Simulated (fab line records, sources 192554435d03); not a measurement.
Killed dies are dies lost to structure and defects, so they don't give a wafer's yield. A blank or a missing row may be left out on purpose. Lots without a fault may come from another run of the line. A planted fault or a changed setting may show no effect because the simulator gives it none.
Which tool did it? | flow n5_finfet | 23 lots, 69 wafers sampled, at 6 steps of a route of 1938

WHAT THE GAUGES READ, wafer by wafer
The record holds no reading of a measuring or inspecting step that can be judged against a usual standard deviation.

WHICH TOOL RAN EACH LOT (tool, then ch and the chambers of the sampled wafers, then the start)
lot  | N5_ZERO_LAYER_ETCH_17             | N5_PMOS_HMC_CHANNEL_EPI_FIN_RECESS_16 | N5_PMOS_HMC_CHANNEL_EPI_EPI_26 | N5_FIN_SAQP_DESCUM_21             | N5_FIN_SAQP_MANDREL1_REMOVE_56  | N5_FIN_SAQP_ETCH_69
L074 | rie_diel-06 ch 0,1,2, day 1 12:43 | rie_si-06 ch 0,1,3, day 1 18:17       | epi_rpcvd-04 ch 0, day 1 20:39 | rie_diel-03 ch 0,1,3, day 1 22:26 | rie_si-03 ch 0,1, day 2 00:22   | rie_diel-04 ch 0,2, day 2 01:12
L075 | rie_diel-05 ch 1,3, day 1 18:50   | rie_si-06 ch 0,2, day 2 01:46         | epi_rpcvd-02 ch 0, day 2 03:42 | rie_diel-01 ch 1,2,3, day 2 05:25 | rie_si-05 ch 0,3, day 2 07:34   | rie_diel-01 ch 1,2, day 2 08:28
L076 | rie_diel-06 ch 1,2, day 2 00:51   | rie_si-02 ch 1,2, day 2 05:26         | epi_rpcvd-01 ch 0, day 2 07:27 | rie_diel-04 ch 0,2,3, day 2 10:08 | rie_si-05 ch 0,2,3, day 2 12:23 | rie_diel-01 ch 0,1,3, day 2 13:13
L077 | rie_diel-06 ch 1,3, day 2 06:43   | rie_si-06 ch 1,2, day 2 13:28         | epi_rpcvd-02 ch 0, day 2 15:23 | rie_diel-04 ch 2,3, day 2 17:37   | rie_si-03 ch 2,3, day 2 19:32   | rie_diel-04 ch 1,3, day 2 20:26
L078 | rie_diel-06 ch 0,2, day 2 12:51   | rie_si-02 ch 1,2, day 2 18:02         | epi_rpcvd-04 ch 0, day 2 19:57 | rie_diel-01 ch 0,2,3, day 2 21:49 | rie_si-04 ch 0,2,3, day 3 00:05 | rie_diel-01 ch 0,3, day 3 00:55
L079 | rie_diel-06 ch 0,3, day 2 18:53   | rie_si-06 ch 1,3, day 3 00:08         | epi_rpcvd-01 ch 0, day 3 02:07 | rie_diel-04 ch 1,3, day 3 04:56   | rie_si-04 ch 2,3, day 3 07:37   | rie_diel-01 ch 1,2,3, day 3 08:26
L080 | rie_diel-02 ch 0,1,3, day 3 00:51 | rie_si-02 ch 2,3, day 3 06:24         | epi_rpcvd-02 ch 0, day 3 08:22 | rie_diel-03 ch 0,3, day 3 10:39   | rie_si-05 ch 0,2,3, day 3 12:43 | rie_diel-03 ch 0,1,3, day 3 13:35
L081 | rie_diel-05 ch 2,3, day 3 07:17   | rie_si-01 ch 0,1,3, day 3 12:24       | epi_rpcvd-02 ch 0, day 3 14:19 | rie_diel-04 ch 0,2, day 3 16:11   | rie_si-04 ch 0,1, day 3 18:15   | rie_diel-01 ch 1,2, day 3 19:05
L082 | rie_diel-05 ch 1,2, day 3 12:46   | rie_si-06 ch 0,2,3, day 3 19:14       | epi_rpcvd-04 ch 0, day 3 21:13 | rie_diel-04 ch 0,2,3, day 3 22:56 | rie_si-05 ch 1,2, day 4 00:58   | rie_diel-04 ch 2,3, day 4 01:51
L083 | rie_diel-02 ch 1,3, day 3 19:01   | rie_si-02 ch 0,3, day 4 00:40         | epi_rpcvd-02 ch 0, day 4 02:37 | rie_diel-03 ch 0,1,2, day 4 04:32 | rie_si-05 ch 1,3, day 4 06:26   | rie_diel-01 ch 1,2, day 4 07:17
L084 | rie_diel-02 ch 1,2, day 4 00:44   | rie_si-02 ch 0,1,3, day 4 06:11       | epi_rpcvd-04 ch 0, day 4 08:30 | rie_diel-03 ch 2,3, day 4 10:52   | rie_si-05 ch 2,3, day 4 13:45   | rie_diel-01 ch 0,1, day 4 14:35
L086 | rie_diel-02 ch 0,2,3, day 4 12:51 | rie_si-06 ch 0,3, day 4 18:03         | epi_rpcvd-04 ch 0, day 4 19:58 | rie_diel-04 ch 0,1,3, day 4 21:45 | rie_si-05 ch 0,1,3, day 4 23:47 | rie_diel-04 ch 0,2,3, day 5 00:37
L087 | rie_diel-02 ch 0,1,2, day 4 18:56 | rie_si-01 ch 0,1, day 5 00:01         | epi_rpcvd-01 ch 0, day 5 02:19 | rie_diel-01 ch 0,3, day 5 05:32   | rie_si-04 ch 1,2, day 5 08:13   | rie_diel-03 ch 0,1,2, day 5 09:19
L088 | rie_diel-06 ch 0,2, day 5 01:28   | rie_si-02 ch 0,1,2, day 5 06:17       | epi_rpcvd-04 ch 0, day 5 08:39 | rie_diel-03 ch 1,3, day 5 10:26   | rie_si-03 ch 0,2,3, day 5 13:43 | rie_diel-01 ch 0,1,3, day 5 14:34
L089 | rie_diel-05 ch 1,2,3, day 5 06:50 | rie_si-01 ch 0,1,2, day 5 12:10       | epi_rpcvd-02 ch 0, day 5 14:29 | rie_diel-04 ch 0,2,3, day 5 16:22 | rie_si-04 ch 0,1,2, day 5 18:19 | rie_diel-01 ch 0,2,3, day 5 20:43
L090 | rie_diel-06 ch 2,3, day 5 12:50   | rie_si-01 ch 0,1, day 5 18:04         | epi_rpcvd-04 ch 0, day 5 20:11 | rie_diel-04 ch 1,2,3, day 5 21:56 | rie_si-04 ch 2,3, day 5 23:51   | rie_diel-03 ch 0,1,3, day 6 00:40
L091 | rie_diel-02 ch 1,2, day 5 18:52   | rie_si-02 ch 1,2,3, day 5 23:34       | epi_rpcvd-02 ch 0, day 6 02:01 | rie_diel-04 ch 0,1,3, day 6 04:05 | rie_si-04 ch 0,1,3, day 6 05:59 | rie_diel-04 ch 0,1,2, day 6 06:56
L092 | rie_diel-05 ch 0,3, day 6 00:43   | rie_si-06 ch 1,2,3, day 6 05:26       | epi_rpcvd-02 ch 0, day 6 08:06 | rie_diel-04 ch 0,1,2, day 6 09:52 | rie_si-04 ch 0,1,3, day 6 11:49 | rie_diel-04 ch 0,1,2, day 6 12:40
L093 | rie_diel-02 ch 0,1, day 6 07:06   | rie_si-06 ch 0,2,3, day 6 12:01       | epi_rpcvd-04 ch 0, day 6 14:01 | rie_diel-04 ch 0,1,2, day 6 15:53 | rie_si-04 ch 1,2,3, day 6 18:13 | rie_diel-03 ch 0,2,3, day 6 19:02
L094 | rie_diel-05 ch 0,1,3, day 6 12:50 | rie_si-02 ch 1,2,3, day 6 17:42       | epi_rpcvd-02 ch 0, day 6 20:02 | rie_diel-04 ch 0,1,2, day 6 21:41 | rie_si-03 ch 0,1,3, day 6 23:35 | rie_diel-04 ch 0,1,2, day 7 00:35
L095 | rie_diel-05 ch 1,2,3, day 6 18:43 | rie_si-06 ch 0,2,3, day 7 00:02       | epi_rpcvd-04 ch 0, day 7 01:57 | rie_diel-01 ch 1,2,3, day 7 03:59 | rie_si-04 ch 0,1, day 7 06:46   | rie_diel-04 ch 0,2, day 7 07:35
L096 | rie_diel-02 ch 0,2,3, day 7 00:43 | rie_si-02 ch 0,2,3, day 7 05:44       | epi_rpcvd-01 ch 0, day 7 08:35 | rie_diel-03 ch 1,2, day 7 10:26   | rie_si-03 ch 0,1,3, day 7 12:21 | rie_diel-04 ch 0,1, day 7 13:14
L097 | rie_diel-02 ch 1,2, day 7 06:43   | rie_si-01 ch 2,3, day 7 11:38         | epi_rpcvd-04 ch 0, day 7 13:33 | rie_diel-01 ch 0,3, day 7 15:26   | rie_si-03 ch 1,2, day 7 17:20   | rie_diel-01 ch 0,2,3, day 7 18:10
- N5_ZERO_LAYER_ETCH_17: etches SiO2 in CF4, target depth 12 nm, time 13.3 s.
- N5_PMOS_HMC_CHANNEL_EPI_FIN_RECESS_16: chemistry HBr/Cl2, target Si, target depth 54 nm, time 18 s.
- N5_PMOS_HMC_CHANNEL_EPI_EPI_26: deposits Si from SiH4/H2, target thk 3.8 nm, time 22.7 s.
- N5_FIN_SAQP_DESCUM_21: chemistry O2, time 7.9 s.
- N5_FIN_SAQP_MANDREL1_REMOVE_56: chemistry HBr/Cl2/O2, target a-Si, stops on SiNx, bt time 10 s.
- N5_FIN_SAQP_ETCH_69: etches SOC in N2/H2, stops on SiNx, target depth 150 nm.

WHAT THE TOOLS THEMSELVES READ (means of the sampled wafers that have a number; where no wafer has one, the mark that the record gives instead)
N5_ZERO_LAYER_ETCH_17. Usual: drypump_motor_current_A 5.6 A, standard deviation 0.43; oes_product_au 0.78 a.u., standard deviation 0.072; rf_vpp_V 950 V, standard deviation 3.5; showerhead_plenum_p_Torr 2.16 Torr, standard deviation 0.057; throttle_valve_pct 15.68 %, standard deviation 0.22.
lot  | tool        | drypump_motor_current_A (A) | oes_product_au (a.u.) | rf_vpp_V (V) | showerhead_plenum_p_Torr (Torr) | throttle_valve_pct (%) | flag
L074 | rie_diel-06 | 5.8                         | 0.79                  | 950          | 2.16                            | 15.67                  |
L075 | rie_diel-05 | 5.4                         | 0.75                  | 952          | 2.20                            | 15.69                  |
L076 | rie_diel-06 | 6.2                         | 0.74                  | 951          | 2.17                            | 15.66                  |
L077 | rie_diel-06 | 6.3                         | 0.73                  | 950          | 2.16                            | 15.71                  |
L078 | rie_diel-06 | 5.3                         | 0.83                  | 949          | 2.14                            | 15.72                  |
L079 | rie_diel-06 | 5.5                         | 0.77                  | 951          | 2.18                            | 15.76                  |
L080 | rie_diel-02 | 5.4                         | 0.79                  | 949          | 2.15                            | 15.78                  |
L081 | rie_diel-05 | 5.8                         | 0.85                  | 951          | 2.16                            | 15.43                  |
L082 | rie_diel-05 | 6.0                         | 0.86                  | 951          | 2.18                            | 15.31                  |
L083 | rie_diel-02 | 5.6                         | 0.84                  | 946          | 2.10                            | 15.67                  |
L084 | rie_diel-02 | 5.8                         | 0.87                  | 948          | 2.11                            | 15.62                  |
L086 | rie_diel-02 | 5.6                         | 0.74                  | 949          | 2.16                            | 15.78                  |
L087 | rie_diel-02 | 5.6                         | 0.80                  | 949          | 2.16                            | 15.74                  |
L088 | rie_diel-06 | 5.4                         | 0.78                  | 951          | 2.19                            | 15.70                  |
L089 | rie_diel-05 | 5.6                         | 0.78                  | 951          | 2.17                            | 15.60                  |
L090 | rie_diel-06 | 5.7                         | 0.74                  | 954          | 2.23                            | 15.74                  |
L091 | rie_diel-02 | 5.9                         | 0.81                  | 948          | 2.13                            | 15.61                  |
L092 | rie_diel-05 | 5.1                         | 0.74                  | 948          | 2.12                            | 15.78                  |
L093 | rie_diel-02 | 5.3                         | 0.77                  | 950          | 2.19                            | 15.90                  |
L094 | rie_diel-05 | 5.3                         | 0.77                  | 948          | 2.14                            | 15.66                  |
L095 | rie_diel-05 | 5.6                         | 0.76                  | 950          | 2.16                            | 15.63                  |
L096 | rie_diel-02 | 5.6                         | 0.73                  | 950          | 2.15                            | 15.80                  |
L097 | rie_diel-02 | 5.9                         | 0.80                  | 949          | 2.12                            | 15.62                  |

N5_PMOS_HMC_CHANNEL_EPI_FIN_RECESS_16. Usual: drypump_motor_current_A 5.7 A, standard deviation 0.43; oes_product_au 1.000 a.u., standard deviation 0.019; throttle_valve_pct 35.51 %, standard deviation 0.24.
lot  | tool      | drypump_motor_current_A (A) | oes_product_au (a.u.) | throttle_valve_pct (%) | flag
L074 | rie_si-06 | 5.8                         | 1.031                 | 35.40                  |
L075 | rie_si-06 | 5.4                         | 1.009                 | 35.44                  |
L076 | rie_si-02 | 5.4                         | 0.982                 | 35.59                  |
L077 | rie_si-06 | 5.3                         | 1.010                 | 35.71                  |
L078 | rie_si-02 | 5.9                         | 0.999                 | 35.73                  |
L079 | rie_si-06 | 5.7                         | 1.031                 | 35.65                  |
L080 | rie_si-02 | 5.5                         | 0.971                 | 35.47                  |
L081 | rie_si-01 | 5.9                         | 0.993                 | 35.49                  |
L082 | rie_si-06 | 5.8                         | 1.008                 | 35.28                  |
L083 | rie_si-02 | 5.8                         | 0.995                 | 35.51                  |
L084 | rie_si-02 | 6.0                         | 0.997                 | 35.63                  |
L086 | rie_si-06 | 6.1                         | 1.019                 | 35.09                  |
L087 | rie_si-01 | 5.8                         | 0.999                 | 35.48                  |
L088 | rie_si-02 | 5.7                         | 0.996                 | 35.62                  |
L089 | rie_si-01 | 5.9                         | 0.995                 | 35.55                  |
L090 | rie_si-01 | 5.8                         | 0.999                 | 35.50                  |
L091 | rie_si-02 | 5.7                         | 0.989                 | 35.59                  |
L092 | rie_si-06 | 5.6                         | 1.003                 | 35.40                  |
L093 | rie_si-06 | 5.8                         | 1.009                 | 35.27                  |
L094 | rie_si-02 | 5.7                         | 0.992                 | 35.60                  |
L095 | rie_si-06 | 5.8                         | 1.014                 | 35.27                  |
L096 | rie_si-02 | 5.5                         | 0.990                 | 35.49                  |
L097 | rie_si-01 | 6.2                         | 0.985                 | 35.65                  |

N5_PMOS_HMC_CHANNEL_EPI_EPI_26. Usual: chamber_pressure_Torr 20.00 Torr, standard deviation 0.038; throttle_valve_pct 11.3 %, standard deviation 0.4.
lot  | tool         | chamber_pressure_Torr (Torr) | throttle_valve_pct (%) | flag
L074 | epi_rpcvd-04 | 19.98                        | 11.7                   |
L075 | epi_rpcvd-02 | 20.01                        | 10.9                   |
L076 | epi_rpcvd-01 | 20.03                        | 11.3                   |
L077 | epi_rpcvd-02 | 20.02                        | 11.0                   |
L078 | epi_rpcvd-04 | 19.99                        | 12.0                   |
L079 | epi_rpcvd-01 | 20.04                        | 11.2                   |
L080 | epi_rpcvd-02 | 20.03                        | 10.9                   |
L081 | epi_rpcvd-02 | 19.98                        | 11.1                   |
L082 | epi_rpcvd-04 | 20.02                        | 11.7                   |
L083 | epi_rpcvd-02 | 19.99                        | 11.1                   |
L084 | epi_rpcvd-04 | 19.96                        | 11.7                   |
L086 | epi_rpcvd-04 | 20.04                        | 11.7                   |
L087 | epi_rpcvd-01 | 20.01                        | 11.1                   |
L088 | epi_rpcvd-04 | 20.01                        | 11.7                   |
L089 | epi_rpcvd-02 | 20.06                        | 11.0                   |
L090 | epi_rpcvd-04 | 20.00                        | 11.7                   |
L091 | epi_rpcvd-02 | 20.02                        | 11.1                   |
L092 | epi_rpcvd-02 | 19.99                        | 10.9                   |
L093 | epi_rpcvd-04 | 19.98                        | 11.7                   |
L094 | epi_rpcvd-02 | 20.03                        | 10.8                   |
L095 | epi_rpcvd-04 | 19.97                        | 11.8                   |
L096 | epi_rpcvd-01 | 19.96                        | 11.3                   |
L097 | epi_rpcvd-04 | 19.97                        | 11.9                   |

N5_FIN_SAQP_DESCUM_21. Usual: drypump_motor_current_A 5.6 A, standard deviation 0.44; oes_product_au 0.80 a.u., standard deviation 0.099; rf_vpp_V 242.9 V, standard deviation 1.4; showerhead_plenum_p_Torr 2.08 Torr, standard deviation 0.076; throttle_valve_pct 20.47 %, standard deviation 0.27.
lot  | tool        | drypump_motor_current_A (A) | oes_product_au (a.u.) | rf_vpp_V (V) | showerhead_plenum_p_Torr (Torr) | throttle_valve_pct (%) | flag
L074 | rie_diel-03 | 5.4                         | 0.78                  | 242.2        | 2.09                            | 20.40                  |
L075 | rie_diel-01 | 5.3                         | 0.70                  | 244.2        | 2.10                            | 20.49                  |
L076 | rie_diel-04 | 5.5                         | 0.77                  | 242.6        | 2.07                            | 20.51                  |
L077 | rie_diel-04 | 5.7                         | 0.76                  | 241.4        | 2.02                            | 20.46                  |
L078 | rie_diel-01 | 5.5                         | 0.70                  | 243.4        | 2.07                            | 20.54                  |
L079 | rie_diel-04 | 6.3                         | 0.88                  | 242.5        | 2.02                            | 20.62                  |
L080 | rie_diel-03 | 5.4                         | 0.83                  | 245.7        | 2.15                            | 20.27                  |
L081 | rie_diel-04 | 5.3                         | 0.76                  | 243.4        | 2.10                            | 20.56                  |
L082 | rie_diel-04 | 5.4                         | 0.76                  | 241.7        | 2.06                            | 20.53                  |
L083 | rie_diel-03 | 5.4                         | 0.84                  | 242.5        | 2.11                            | 20.38                  |
L084 | rie_diel-03 | 5.6                         | 0.80                  | 242.9        | 2.08                            | 20.36                  |
L086 | rie_diel-04 | 5.8                         | 0.77                  | 242.7        | 2.03                            | 20.72                  |
L087 | rie_diel-01 | 5.3                         | 0.79                  | 242.8        | 2.09                            | 20.49                  |
L088 | rie_diel-03 | 5.4                         | 0.90                  | 245.8        | 2.24                            | 20.18                  |
L089 | rie_diel-04 | 5.5                         | 0.75                  | 242.3        | 2.05                            | 20.54                  |
L090 | rie_diel-04 | 5.9                         | 0.81                  | 243.4        | 2.04                            | 20.47                  |
L091 | rie_diel-04 | 5.8                         | 0.75                  | 241.7        | 2.03                            | 20.74                  |
L092 | rie_diel-04 | 5.7                         | 0.80                  | 242.4        | 2.08                            | 20.52                  |
L093 | rie_diel-04 | 5.7                         | 0.80                  | 242.5        | 2.08                            | 20.50                  |
L094 | rie_diel-04 | 5.7                         | 0.80                  | 243.4        | 2.08                            | 20.52                  |
L095 | rie_diel-01 | 5.4                         | 0.77                  | 243.0        | 2.09                            | 20.39                  |
L096 | rie_diel-03 | 5.4                         | 0.86                  | 243.9        | 2.17                            | 20.29                  |
L097 | rie_diel-01 | 5.1                         | 0.94                  | 243.2        | 2.11                            | 20.23                  |

N5_FIN_SAQP_MANDREL1_REMOVE_56. Usual: drypump_motor_current_A 5.9 A, standard deviation 0.49; oes_product_au 1.010 a.u., standard deviation 0.011; throttle_valve_pct 36.7 %, standard deviation 0.33.
lot  | tool      | drypump_motor_current_A (A) | oes_product_au (a.u.) | throttle_valve_pct (%) | flag
L074 | rie_si-03 | 5.4                         | 1.013                 | 36.6                   |
L075 | rie_si-05 | 5.8                         | 1.009                 | 36.8                   |
L076 | rie_si-05 | 6.0                         | 1.007                 | 36.7                   |
L077 | rie_si-03 | 5.6                         | 1.001                 | 37.2                   |
L078 | rie_si-04 | 5.8                         | 1.013                 | 36.7                   |
L079 | rie_si-04 | 6.3                         | 1.021                 | 36.8                   |
L080 | rie_si-05 | 6.0                         | 1.003                 | 36.7                   |
L081 | rie_si-04 | 5.6                         | 1.008                 | 36.6                   |
L082 | rie_si-05 | 5.8                         | 1.003                 | 36.4                   |
L083 | rie_si-05 | 5.9                         | 1.003                 | 36.8                   |
L084 | rie_si-05 | 6.2                         | 1.016                 | 36.8                   |
L086 | rie_si-05 | 5.8                         | 1.001                 | 36.7                   |
L087 | rie_si-04 | 6.2                         | 1.017                 | 36.9                   |
L088 | rie_si-03 | 5.7                         | 1.003                 | 37.0                   |
L089 | rie_si-04 | 5.8                         | 1.016                 | 36.7                   |
L090 | rie_si-04 | 6.0                         | 1.019                 | 36.9                   |
L091 | rie_si-04 | 6.0                         | 1.029                 | 36.7                   |
L092 | rie_si-04 | 6.0                         | 1.023                 | 36.7                   |
L093 | rie_si-04 | 6.2                         | 1.018                 | 36.9                   |
L094 | rie_si-03 | 5.7                         | 0.998                 | 36.9                   |
L095 | rie_si-04 | 5.6                         | 1.005                 | 36.6                   |
L096 | rie_si-03 | 5.7                         | 1.000                 | 36.9                   |
L097 | rie_si-03 | 5.0                         | 1.001                 | 36.4                   |

N5_FIN_SAQP_ETCH_69. Usual: drypump_motor_current_A 5.6 A, standard deviation 0.43; oes_product_au 0.76 a.u., standard deviation 0.09; rf_vpp_V 240.5 V, standard deviation 1.4; showerhead_plenum_p_Torr 2.52 Torr, standard deviation 0.088; throttle_valve_pct 17.83 %, standard deviation 0.26.
lot  | tool        | drypump_motor_current_A (A) | oes_product_au (a.u.) | rf_vpp_V (V) | showerhead_plenum_p_Torr (Torr) | throttle_valve_pct (%) | flag
L074 | rie_diel-04 | 5.2                         | 0.76                  | 240.8        | 2.53                            | 17.67                  |
L075 | rie_diel-01 | 5.5                         | 0.71                  | 240.4        | 2.57                            | 17.90                  |
L076 | rie_diel-01 | 5.3                         | 0.69                  | 240.5        | 2.58                            | 17.94                  |
L077 | rie_diel-04 | 6.1                         | 0.79                  | 239.8        | 2.44                            | 18.12                  |
L078 | rie_diel-01 | 5.3                         | 0.69                  | 241.1        | 2.53                            | 17.97                  |
L079 | rie_diel-01 | 5.4                         | 0.70                  | 240.3        | 2.55                            | 17.92                  |
L080 | rie_diel-03 | 5.4                         | 0.86                  | 242.0        | 2.62                            | 17.52                  |
L081 | rie_diel-01 | 5.7                         | 0.71                  | 240.4        | 2.49                            | 17.92                  |
L082 | rie_diel-04 | 5.6                         | 0.80                  | 240.2        | 2.52                            | 17.63                  |
L083 | rie_diel-01 | 5.5                         | 0.70                  | 240.5        | 2.56                            | 17.93                  |
L084 | rie_diel-01 | 5.4                         | 0.68                  | 240.5        | 2.54                            | 18.00                  |
L086 | rie_diel-04 | 5.5                         | 0.73                  | 240.9        | 2.49                            | 17.82                  |
L087 | rie_diel-03 | 5.4                         | 0.83                  | 239.4        | 2.54                            | 17.66                  |
L088 | rie_diel-01 | 5.2                         | 0.78                  | 242.0        | 2.57                            | 17.81                  |
L089 | rie_diel-01 | 5.5                         | 0.77                  | 240.1        | 2.50                            | 17.81                  |
L090 | rie_diel-03 | 5.4                         | 0.83                  | 241.2        | 2.61                            | 17.55                  |
L091 | rie_diel-04 | 5.7                         | 0.80                  | 240.0        | 2.51                            | 17.79                  |
L092 | rie_diel-04 | 5.7                         | 0.80                  | 239.8        | 2.51                            | 17.78                  |
L093 | rie_diel-03 | 5.5                         | 0.78                  | 240.1        | 2.53                            | 17.77                  |
L094 | rie_diel-04 | 5.7                         | 0.79                  | 240.4        | 2.51                            | 17.79                  |
L095 | rie_diel-04 | 5.3                         | 0.72                  | 241.2        | 2.51                            | 17.76                  |
L096 | rie_diel-04 | 5.6                         | 0.74                  | 239.3        | 2.48                            | 17.99                  |
L097 | rie_diel-01 | 5.5                         | 0.84                  | 240.2        | 2.49                            | 17.70                  |

THE ANSWER, worked out from the rows above alone
Rule: a lot is off if the mean of its wafers that have a number lies more than 3 standard deviations from the usual mean. A lot without any number at a reading at which 4 lots or more have one is off too. The other lots that the step has rows for count as sound. The gauges are gone through in route order, then the tools' own readings, and for those a lot's mean is taken as printed above. The first step at which some lot is off is used, and at that step the reading that is off furthest; a lot without a number counts as furthest.
No lot is off at any reading shown: from this, nothing can be told.

WHAT THE SIMULATOR HAD PUT IN
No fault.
